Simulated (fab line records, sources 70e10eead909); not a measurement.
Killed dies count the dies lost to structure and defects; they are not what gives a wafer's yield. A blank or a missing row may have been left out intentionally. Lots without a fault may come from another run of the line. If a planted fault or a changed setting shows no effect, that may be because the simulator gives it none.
fab line records	flow nandHarc	part 1 of 2: steps 1 to 24 of 37
[record] lots = 5	wafers = 15	lastDay = 34
route steps=1302 shown A_ZERO_WELL@398 A_SOURCE_PLATE@413 A_ONON_D1@424
lots with no fault: from the same line, run without faults
startH: the number of hours between the record's first day and the start of the first shown wafer of the lot	waitH: hours elapsed since this lot's preceding step	" identical to the entry in the row above	L1.1+2: a row that stands for several wafers	- no value, or no start given	* or withheld: withheld	< > ~ a bound
route shown NAME@n: names a module that has steps shown in the file, with the first one's number in the route	usual: mean/standard deviation taken from wafers without a fault	same: alike in all rows	chamber/n: place in a boat	sites: each site's reading	_std_site: standard deviation across them	_edge_site: inner sites' mean taken away from outer sites' mean	radiusMm: for every site, how far away it sits from the centre of the wafer	mask NAME#n: copy n	behind: tool/chamber where the wafer was last shaped	hold: reason for holding the lot/hours on hold/outcome of the hold	device: whichever transistor did not switch (one of n, p or np)	end of line: tests run on the same wafers once the route is complete	a step with no rows: only its recipe	killed: the dies lost at the first sort to structure and to defects; this is not the yield of the wafer	map: a wafer's dies, marking killed ones x, the rest . and places with no die _
set.NAME: the setting as run; set.NAME@STEP: as run at that earlier step	model.NAME: the simulator's own value behind a step, which no gauge read
certain route steps with their lots: each step a table, each wafer a row
services: the hour from which a tool's chamber was out of use, counted from the record's first day as startH (under 0 if before that day), plus the number of hours and why
[[steps]]
[step NHARC_A_ZERO_WELL_EXPOSE_07]
[recipe] na = 0.55	doseMj = 33.85	maskId = A_ZERO
lot.wafer	tool	chamber	startH	waitH	mask
L076.3+4+6	krfScanner-04	0	154.10	-	A_ZERO#0
L080.3+5+6	krfScanner-02	0	196.12	-	A_ZERO#0
L088.2+3+5	krfScanner-02	0	281.80	-	A_ZERO#0
L096.2+4+5	krfScanner-02	0	356.37	-	A_ZERO#0
L097.3+4+6	krfScanner-04	0	364.93	-	A_ZERO#0
[step NHARC_A_ZERO_WELL_PEB_08]
[recipe] pebTempC = 128	pebTimeS = 80
[usual] chillPlateTempC = 23.02/0.1
[same] pebTimeS = 80
lot.wafer	tool	chamber	startH	waitH	chillPlateTempC
L076.3	lithoTrack-03	0	154.16	0.1	22.97
L076.4	"	0	"	"	23.06
L076.6	"	0	"	"	23.21
L080.3	lithoTrack-03	0	196.18	0.1	22.76
L080.5	"	0	"	"	23.06
L080.6	"	0	"	"	22.85
L088.2	lithoTrack-05	0	281.86	0.1	23.01
L088.3	"	0	"	"	22.91
L088.5	"	0	"	"	22.99
L096.2	lithoTrack-05	0	356.44	0.1	23.10
L096.4	"	0	"	"	23.20
L096.5	"	0	"	"	23.09
L097.3	lithoTrack-03	0	364.98	0.1	22.98
L097.4	"	0	"	"	22.88
L097.6	"	0	"	"	23.16
[step NHARC_A_ZERO_WELL_DEVELOP_09]
[recipe] timeS = 50	devTempC = 22
[usual] chillPlateTempC = 23.03/0.1	developerTempC = 21.98/0.11
lot.wafer	tool	chamber	startH	waitH	chillPlateTempC	developerTempC
L076.3	lithoTrack-03	0	-	-	22.92	21.92
L076.4	"	0	"	"	22.97	21.83
L076.6	"	0	"	"	22.98	22.02
L080.3	lithoTrack-03	0	-	-	23.14	22.15
L080.5	"	0	"	"	23.11	22.04
L080.6	"	0	"	"	22.94	22.07
L088.2	lithoTrack-05	0	-	-	23.08	21.90
L088.3	"	0	"	"	23.02	21.94
L088.5	"	0	"	"	23.13	21.96
L096.2	lithoTrack-05	0	-	-	22.87	22.06
L096.4	"	0	"	"	23.06	22.10
L096.5	"	0	"	"	22.91	21.92
L097.3	lithoTrack-03	0	-	-	23.14	22.00
L097.4	"	0	"	"	22.96	22.10
L097.6	"	0	"	"	22.98	22.09
[step NHARC_A_ZERO_WELL_CD_MEAS_10]
[recipe] targetCdNm = 2000	landingEnergyEv = 500
[usual] cdNm = 2000.0/2
lot.wafer	tool	chamber	startH	waitH	cdNm
L076.3	cdSem-01	0	154.25	-	2000.5
L076.4	"	0	"	"	2000.1
L076.6	"	0	"	"	2002.2
L080.3	cdSem-01	0	196.27	-	1997.7
L080.5	"	0	"	"	2001.4
L080.6	"	0	"	"	1999.7
L088.2	cdSem-03	0	281.95	-	1998.6
L088.3	"	0	"	"	1999.0
L088.5	"	0	"	"	1998.2
L096.2	cdSem-03	0	356.52	-	1999.1
L096.4	"	0	"	"	1998.5
L096.5	"	0	"	"	2000.2
L097.3	cdSem-01	0	365.07	-	1998.1
L097.4	"	0	"	"	1998.6
L097.6	"	0	"	"	2002.2
[step NHARC_A_ZERO_WELL_HARDBAKE_11]
[recipe] tempC = 118	timeS = 65
[usual] chillPlateTempC = 23.00/0.093
lot.wafer	tool	chamber	startH	waitH	chillPlateTempC
L076.3	lithoTrack-05	0	154.33	-	23.07
L076.4	"	0	"	"	22.97
L076.6	"	0	"	"	23.01
L080.3	lithoTrack-05	0	196.34	-	23.07
L080.5	"	0	"	"	23.06
L080.6	"	0	"	"	23.02
L088.2	lithoTrack-05	0	282.03	-	22.99
L088.3	"	0	"	"	22.99
L088.5	"	0	"	"	23.07
L096.2	lithoTrack-03	0	356.60	-	22.96
L096.4	"	0	"	"	22.95
L096.5	"	0	"	"	22.95
L097.3	lithoTrack-03	0	365.15	-	22.93
L097.4	"	0	"	"	22.96
L097.6	"	0	"	"	23.10
[step NHARC_A_ZERO_WELL_DESCUM_12]
[recipe] timeS = 3	o2FlowSccm = 200	arFlowSccm = 0	biasPowerW = 0	chemistry = O2
[usual] drypumpMotorCurrentA = 6.0/0.4	oesProductAu = 0.999/0.0091	rfVppV = 58.0/0.88	showerheadPlenumPTorr = 1.94/0.079	throttleValvePct = 11.311/0.0092
lot.wafer	tool	chamber	startH	waitH	drypumpMotorCurrentA	oesProductAu	rfHoursCounterH	rfVppV	showerheadPlenumPTorr	throttleValvePct
L076.3	rieDiel-09	1	154.41	-	6.2	0.992	0	57.0	1.93	11.303
L076.4	"	2	"	"	5.1	0.997	0	57.3	1.85	11.302
L076.6	"	1	"	"	6.3	0.996	-	57.1	1.93	11.312
L080.3	rieDiel-01	1	196.43	-	5.9	0.990	53	59.5	1.96	11.306
L080.6	"	0	"	"	5.4	0.995	-	57.1	1.77	11.312
L080.5	"	2	"	"	6.2	1.005	-	57.5	1.80	11.323
L088.3	rieDiel-09	1	282.11	-	6.3	0.999	4	58.5	1.93	11.331
L088.2	"	3	"	"	6.1	1.011	4	58.2	1.96	11.315
L088.5	"	1	"	"	6.2	1.005	-	57.3	1.93	11.303
L096.4	rieDiel-01	0	356.70	-	5.4	1.004	37	58.6	1.76	11.317
L096.2	"	1	"	"	5.9	1.000	44	58.8	1.95	11.300
L096.5	"	3	"	"	5.7	0.988	-	58.3	1.85	11.295
L097.4	rieDiel-09	1	365.22	-	6.3	0.983	2	58.0	1.92	11.323
L097.3	"	2	"	"	5.1	0.986	2	57.0	1.85	11.322
L097.6	"	2	"	"	5.1	0.993	-	55.8	1.85	11.306
[step NHARC_A_ZERO_WELL_ETCH_19]
[recipe] targetDepthA = 800	overetchA = 240	timeS = 87.88	ionEnergyEv = 200	n2FlowSccm = 150	h2FlowSccm = 150	arFlowSccm = 0	rfW = 400	biasW = 150	chemistry = N2/H2
[usual] drypumpMotorCurrentA = 5.9/0.4	oesProductAu = 1.001/0.0085	rfVppV = 431.3/2.5	showerheadPlenumPTorr = 2.07/0.088	throttleValvePct = 14.170/0.0085
lot.wafer	tool	chamber	startH	waitH	drypumpMotorCurrentA	oesProductAu	rfHoursCounterH	rfVppV	showerheadPlenumPTorr	throttleValvePct
L076.3	rieDiel-09	1	154.49	0.1	6.3	1.001	0	431.1	2.05	14.164
L076.4	"	3	"	"	6.1	1.011	0	432.1	2.09	14.160
L076.6	"	0	"	"	6.0	1.014	-	434.3	2.20	14.176
L080.3	rieDiel-01	1	196.54	0.1	5.9	0.993	53	431.2	2.09	14.173
L080.6	"	0	"	"	5.4	1.000	-	426.7	1.89	14.185
L080.5	"	2	"	"	6.2	1.017	-	427.6	1.92	14.167
L088.3	rieDiel-09	1	282.19	0.1	6.3	1.006	4	430.9	2.05	14.157
L088.2	"	2	"	"	5.1	1.007	4	427.5	1.97	14.179
L088.5	"	1	"	"	6.3	0.998	-	430.6	2.05	14.160
L096.4	rieDiel-01	3	356.76	0.1	5.7	1.004	41	428.9	1.97	14.163
L096.2	"	0	"	"	5.4	0.999	37	425.4	1.87	14.164
L096.5	"	3	"	"	5.7	1.002	-	428.0	1.97	14.174
L097.3	rieDiel-09	2	365.32	0.1	5.1	0.998	2	428.1	1.97	14.173
L097.4	"	3	"	"	6.2	0.998	2	431.9	2.09	14.181
L097.6	"	2	"	"	5.1	1.000	-	429.0	1.97	14.176
[step NHARC_A_ZERO_WELL_ETCH_13]
[recipe] targetDepthA = 1200	timeS = 40.1	hbrFlowSccm = 150	cl2FlowSccm = 50	rfW = 400	icpW = 400	biasW = 100	chemistry = HBr/Cl2
[usual] drypumpMotorCurrentA = 5.5/0.39	oesProductAu = 0.998/0.0099	throttleValvePct = 26.406/0.0097
lot.wafer	tool	chamber	startH	waitH	drypumpMotorCurrentA	oesProductAu	rfHoursCounterH	throttleValvePct
L076.3	rieSi-01	0	154.62	-	5.6	1.007	0.9	26.414
L076.4	"	1	"	"	5.1	0.983	1.0	26.402
L076.6	"	3	"	"	6.0	1.004	-	26.399
L080.3	rieSi-06	0	196.69	-	5.4	1.009	0.7	26.405
L080.6	"	2	"	"	5.9	1.000	-	26.425
L080.5	"	3	"	"	6.0	1.014	-	26.392
L088.3	rieSi-06	0	282.30	-	5.5	1.004	0.1	26.416
L088.2	"	2	"	"	5.9	0.999	0.1	26.405
L088.5	"	0	"	"	5.4	0.998	-	26.409
L096.4	rieSi-01	0	356.88	-	5.6	0.991	0.9	26.400
L096.2	"	3	"	"	5.9	1.007	0.9	26.398
L096.5	"	1	"	"	5.1	1.000	-	26.406
L097.3	rieSi-06	3	365.43	-	6.0	1.005	0.8	26.412
L097.4	"	2	"	"	5.9	0.980	0.8	26.417
L097.6	"	3	"	"	6.0	0.998	-	26.410
[step NHARC_A_ZERO_WELL_STRIP_14]
[recipe] timeS = 900	tempC = 130	chemistry = SPM
[usual] bathHeatDutyPct = 14.9/1.9
lot.wafer	tool	chamber	startH	waitH	bathHeatDutyPct
L076.3	wetBench-07	2	154.76	-	14.9
L076.4	"	4	"	"	12.8
L076.6	"	6	"	"	12.6
L080.5	wetBench-04	2	196.82	-	13.0
L080.6	"	6	"	"	14.1
L080.3	"	7	"	"	15.1
L088.2	wetBench-07	3	282.46	-	19.4
L088.5	"	5	"	"	14.0
L088.3	"	7	"	"	16.4
L096.2	wetBench-07	6	357.04	-	12.9
L096.4	"	1	"	"	14.7
L096.5	"	3	"	"	19.5
L097.3	wetBench-07	7	365.58	-	16.2
L097.6	"	1	"	"	14.3
L097.4	"	3	"	"	17.8
[step NHARC_A_ZERO_WELL_IMPLANT_15]
[recipe] energyKev = 150	doseCm2 = 1e+13	tiltDeg = 7
[usual] beamEnergyKeV = 150.00/0.046
lot.wafer	tool	chamber	startH	waitH	beamEnergyKeV
L076.3	implanter-01	0	155.23	0.1	150.00
L076.4	"	0	"	"	150.05
L076.6	"	0	"	"	150.02
L080.3	implanter-01	0	197.28	0.1	150.00
L080.5	"	0	"	"	150.03
L080.6	"	0	"	"	150.03
L088.2	implanter-01	0	282.89	0.1	150.02
L088.3	"	0	"	"	149.97
L088.5	"	0	"	"	150.03
L096.2	implanter-02	0	357.47	0.1	150.04
L096.4	"	0	"	"	149.95
L096.5	"	0	"	"	149.92
L097.3	implanter-02	0	366.04	0.1	150.03
L097.4	"	0	"	"	150.02
L097.6	"	0	"	"	150.09
[step NHARC_A_ZERO_WELL_PRECLEAN_22]
[recipe] timeS = 60	tempC = 50	bathAgeMin = 0	chemistry = SC1
[usual] bathHeatDutyPct = 7.0/1.1
[same] bathAgeMin = 0
lot.wafer	tool	chamber	startH	waitH	bathHeatDutyPct
L076.6	wetBench-05	1	155.38	0.0	6.7
L076.4	"	3	"	"	7.3
L076.3	"	5	"	"	6.3
L080.3	wetBench-05	0	197.44	0.1	6.6
L080.5	"	3	"	"	6.9
L080.6	"	4	"	"	5.7
L088.2	wetBench-05	6	283.08	0.2	6.6
L088.5	"	0	"	"	6.4
L088.3	"	1	"	"	6.4
L096.2	wetBench-07	7	357.65	0.2	7.8
L096.4	"	0	"	"	5.4
L096.5	"	3	"	"	9.2
L097.4	wetBench-05	1	366.21	0.1	7.9
L097.6	"	2	"	"	6.5
L097.3	"	3	"	"	6.9
[step NHARC_A_ZERO_WELL_SRD_23]
lot.wafer	tool	chamber	startH	waitH
L076.6+4+3	wetBench-05	1,3,5	-	-
L080.3+5+6	wetBench-05	0,3,4	-	-
L088.2+5+3	wetBench-05	6,0,1	-	-
L096.2+4+5	wetBench-07	7,0,3	-	-
L097.4+6+3	wetBench-05	1,2,3	-	-
[step NHARC_A_ZERO_WELL_RTA_16]
[recipe] tempC = 1000	timeS = 10
[usual] annealTempCMax = 1006.4/2.1	lampPowerPct = 35.44/0.042	lamp_zone_3_pct = 35.45/0.041	wafer_temp_C_max = 1004.7/0.99
lot.wafer	tool	chamber	startH	waitH	annealTempCMax	lampPowerPct	lamp_zone_3_pct	wafer_temp_C_max
L076.3	rtpAnneal-01	0	155.57	-	1007.8	35.39	35.44	1004.5
L076.4	"	0	"	"	1007.9	35.48	35.50	1003.2
L076.6	"	0	"	"	1006.0	35.40	35.48	1004.1
L080.3	rtpAnneal-01	0	197.62	-	1005.6	35.44	35.47	1004.5
L080.5	"	0	"	"	1008.5	35.44	35.45	1005.2
L080.6	"	0	"	"	1007.4	35.45	35.45	1005.0
L088.2	rtpAnneal-02	0	283.24	-	1004.2	35.54	35.47	1004.8
L088.3	"	0	"	"	1004.0	35.48	35.50	1003.6
L088.5	"	0	"	"	1005.2	35.48	35.46	1004.7
L096.2	rtpAnneal-01	0	357.81	-	1008.6	35.43	35.40	1004.2
L096.4	"	0	"	"	1006.6	35.49	35.45	1003.3
L096.5	"	0	"	"	1010.1	35.41	35.47	1005.6
L097.3	rtpAnneal-01	0	366.38	-	1007.3	35.40	35.39	1005.2
L097.4	"	0	"	"	1009.6	35.43	35.39	1005.2
L097.6	"	0	"	"	1009.3	35.40	35.40	1005.1
[step NHARC_A_ZERO_WELL_INSPECT_17]
[usual] rawDefectCount = 11/6.2
lot.wafer	tool	chamber	startH	waitH	rawDefectCount
L076.3	defectInspect-01	-	155.71	0.1	10
L076.4	"	-	"	"	16
L076.6	"	-	"	"	13
L080.3	defectInspect-01	-	197.76	0.1	9
L080.5	"	-	"	"	12
L080.6	"	-	"	"	6
L088.2	defectInspect-02	-	283.41	0.1	12
L088.3	"	-	"	"	15
L088.5	"	-	"	"	12
L096.2	defectInspect-02	-	357.98	0.1	9
L096.4	"	-	"	"	6
L096.5	"	-	"	"	14
L097.3	defectInspect-02	-	366.52	0.1	10
L097.4	"	-	"	"	12
L097.6	"	-	"	"	15
[step NHARC_A_SOURCE_PLATE_PRECLEAN_00]
[recipe] timeS = 60	chemistry = HF-LAST
lot.wafer	tool	chamber	startH	waitH
L076.6+3+4	wetBench-02	7,1,4	155.76	0.0
L080.3+5+6	wetBench-02	4,5,7	197.89	0.1
L088.2+5+3	wetBench-02	0,1,5	283.46	0.0
L096.5+2+4	wetBench-03	6,7,3	358.03	0.0
L097.4+3+6	wetBench-03	3,4,6	366.58	0.1
[step NHARC_A_SOURCE_PLATE_SRD_01]
lot.wafer	tool	chamber	startH	waitH
L076.6+3+4	wetBench-02	7,1,4	-	-
L080.3+5+6	wetBench-02	4,5,7	-	-
L088.2+5+3	wetBench-02	0,1,5	-	-
L096.5+2+4	wetBench-03	6,7,3	-	-
L097.4+3+6	wetBench-03	3,4,6	-	-
[step NHARC_A_SOURCE_PLATE_OXIDE_02]
[recipe] targetThkA = 100	tempC = 900	oxTimeS = 1362	material = SiO2
[usual] oxTempC = 900.1/0.41	spikeTcLowerC = 899.9/1	spikeTcUpperC = 898.6/1	zonePowerTopPct = 30.5/2.6
[same] oxTimeS = 1362
lot.wafer	tool	chamber	startH	waitH	oxTempC	spikeTcLowerC	spikeTcUpperC	zonePowerTopPct
L076.3	furnace-08	0	156.65	-	899.6	901.8	897.5	32.7
L076.4	"	0	"	"	900.0	899.8	899.8	33.1
L076.6	"	0	"	"	900.1	900.5	899.1	33.1
L080.3	furnace-02	0	199.43	-	899.8	900.2	898.6	27.7
L080.5	"	0	"	"	900.3	899.6	899.4	27.6
L080.6	"	0	"	"	900.3	898.2	898.0	27.8
L088.2	furnace-02	0	286.17	-	900.2	898.5	897.2	28.1
L088.3	"	0	"	"	899.9	898.7	897.7	27.7
L088.5	"	0	"	"	900.4	899.3	897.6	27.9
L096.2	furnace-02	0	360.74	-	899.7	900.3	898.5	27.6
L096.4	"	0	"	"	900.0	899.0	898.2	28.0
L096.5	"	0	"	"	900.0	899.1	899.4	27.8
L097.3	furnace-02	0	370.84	-	900.1	898.9	899.1	27.8
L097.4	"	0	"	"	900.3	900.3	899.3	27.7
L097.6	"	0	"	"	899.4	898.8	897.6	28.0
[step NHARC_A_SOURCE_PLATE_THK_MEAS_09]
[recipe] thkMeasGauge = ellipsometry
[usual] thkNm = 9.6/1.1
lot.wafer	tool	chamber	startH	waitH	thkNm
L076.3	filmMetro-02	-	160.78	0.4	11.0
L076.4	"	-	"	"	8.7
L076.6	"	-	"	"	10.1
L080.3	filmMetro-02	-	203.47	0.4	9.6
L080.5	"	-	"	"	9.9
L080.6	"	-	"	"	7.8
L088.2	filmMetro-02	-	290.20	0.4	9.0
L088.3	"	-	"	"	8.7
L088.5	"	-	"	"	9.2
L096.2	filmMetro-02	-	364.88	0.4	8.9
L096.4	"	-	"	"	10.2
L096.5	"	-	"	"	11.4
L097.3	filmMetro-01	-	374.87	0.4	11.4
L097.4	"	-	"	"	9.2
L097.6	"	-	"	"	9.0
[step NHARC_A_SOURCE_PLATE_PVD_04]
[recipe] targetThkA = 500	material = WSi2
lot.wafer	tool	chamber	startH	waitH
L076.4+3+6	pvdSputter-02	-	160.85	0.1
L080.3+6+5	pvdSputter-01	-	203.56	0.1
L088.2+3+5	pvdSputter-03	-	290.29	0.1
L096.4+2+5	pvdSputter-01	-	364.96	0.1
L097.4+3+6	pvdSputter-03	-	374.93	0.1
[step NHARC_A_SOURCE_PLATE_CVD_03]
[recipe] targetThkA = 2000	tempC = 620	pressureMtorr = 200	timeS = 4000	material = poly-Si
[usual] spikeTcLowerC = 620.1/1.2	spikeTcUpperC = 619.6/1.6	zonePowerTopPct = 18/3
lot.wafer	tool	chamber	startH	waitH	spikeTcLowerC	spikeTcUpperC	zonePowerTopPct
L076.3	lpcvdPoly-02	0	163.34	-	621.5	620.4	15
L076.4	"	0	"	"	620.7	621.8	15
L076.6	"	0	"	"	620.9	620.5	15
L080.3	lpcvdPoly-04	0	206.06	-	620.0	619.5	19
L080.5	"	0	"	"	620.7	619.3	19
L080.6	"	0	"	"	619.4	618.5	19
L088.2	lpcvdPoly-02	0	292.77	-	621.2	620.5	15
L088.3	"	0	"	"	620.4	622.0	15
L088.5	"	0	"	"	621.2	620.2	15
L096.2	lpcvdPoly-04	0	367.47	-	620.5	621.2	19
L096.4	"	0	"	"	622.3	618.7	19
L096.5	"	0	"	"	620.5	620.2	19
L097.3	lpcvdPoly-04	0	377.46	-	621.0	620.8	19
L097.4	"	0	"	"	621.0	619.4	19
L097.6	"	0	"	"	621.1	620.7	19
[step NHARC_A_SOURCE_PLATE_ANNEAL_05]
[recipe] tempC = 850	timeS = 1800
[usual] spikeTcLowerC = 849.7/1.1	spikeTcUpperC = 848.7/1.1	zonePowerTopPct = 28.6/2.3
lot.wafer	tool	chamber	startH	waitH	spikeTcLowerC	spikeTcUpperC	zonePowerTopPct
L076.3	furnace-08	0	169.79	3.4	848.2	847.6	30.0
L076.4	"	0	"	"	849.4	849.5	30.2
L076.6	"	0	"	"	850.5	850.0	30.1
L080.3	furnace-08	0	212.56	3.4	851.3	847.7	29.9
L080.5	"	0	"	"	849.1	849.4	30.0
L080.6	"	0	"	"	851.3	850.2	30.4
L088.2	furnace-02	0	300.58	4.7	850.1	848.8	25.7
L088.3	"	0	"	"	850.0	847.0	25.8
L088.5	"	0	"	"	848.2	849.2	25.6
L096.2	furnace-08	0	373.96	3.4	850.6	849.4	30.2
L096.4	"	0	"	"	852.8	848.7	29.9
L096.5	"	0	"	"	851.0	849.3	30.3
L097.3	furnace-08	0	384.03	3.4	850.8	849.0	29.6
L097.4	"	0	"	"	850.8	848.7	30.2
L097.6	"	0	"	"	852.0	847.0	29.5
[step NHARC_A_SOURCE_PLATE_THK_MEAS_06]
[recipe] thkMeasGauge = ellipsometry
[usual] thkNm = 200.0/2.2
lot.wafer	tool	chamber	startH	waitH	thkNm
L076.3	filmMetro-01	-	173.71	0.4	201.6
L076.4	"	-	"	"	199.1
L076.6	"	-	"	"	198.2
L080.3	filmMetro-02	-	216.43	0.4	197.6
L080.5	"	-	"	"	199.1
L080.6	"	-	"	"	198.0
L088.2	filmMetro-01	-	304.50	0.4	202.0
L088.3	"	-	"	"	200.4
L088.5	"	-	"	"	202.6
L096.2	filmMetro-01	-	377.94	0.4	201.7
L096.4	"	-	"	"	197.7
L096.5	"	-	"	"	199.4
L097.3	filmMetro-01	-	387.98	0.4	201.0
L097.4	"	-	"	"	200.1
L097.6	"	-	"	"	199.0
[step NHARC_A_SOURCE_PLATE_INSPECT_08]
[usual] rawDefectCount = 61/27
lot.wafer	tool	chamber	startH	waitH	rawDefectCount
L076.3	defectInspect-02	-	173.77	0.0	32
L076.4	"	-	"	"	45
L076.6	"	-	"	"	35
L080.3	defectInspect-02	-	216.49	0.0	65
L080.5	"	-	"	"	77
L080.6	"	-	"	"	51
L088.2	defectInspect-01	-	304.57	0.0	114
L088.3	"	-	"	"	63
L088.5	"	-	"	"	57
L096.2	defectInspect-02	-	378.01	0.0	63
L096.4	"	-	"	"	143
L096.5	"	-	"	"	59
L097.3	defectInspect-01	-	388.04	0.0	96
L097.4	"	-	"	"	38
L097.6	"	-	"	"	32
[step NHARC_A_ONON_D1_DEP_00]
[recipe] targetThkA = 10000	n2FlowSccm = 2750	n2oFlowSccm = 2000	nh3FlowSccm = 500	sih4FlowSccm = 210	tempC = 400
lot.wafer	tool	chamber	startH	waitH
L076.3+4+6	pecvdOnon-02	0	173.95	0.2
L080.3+5+6	pecvdOnon-02	0	216.68	0.2
L088.2+3+5	pecvdOnon-01	0	304.69	0.1
L096.2+4+5	pecvdOnon-04	0	378.13	0.1
L097.3+4+6	pecvdOnon-01	0	388.22	0.2
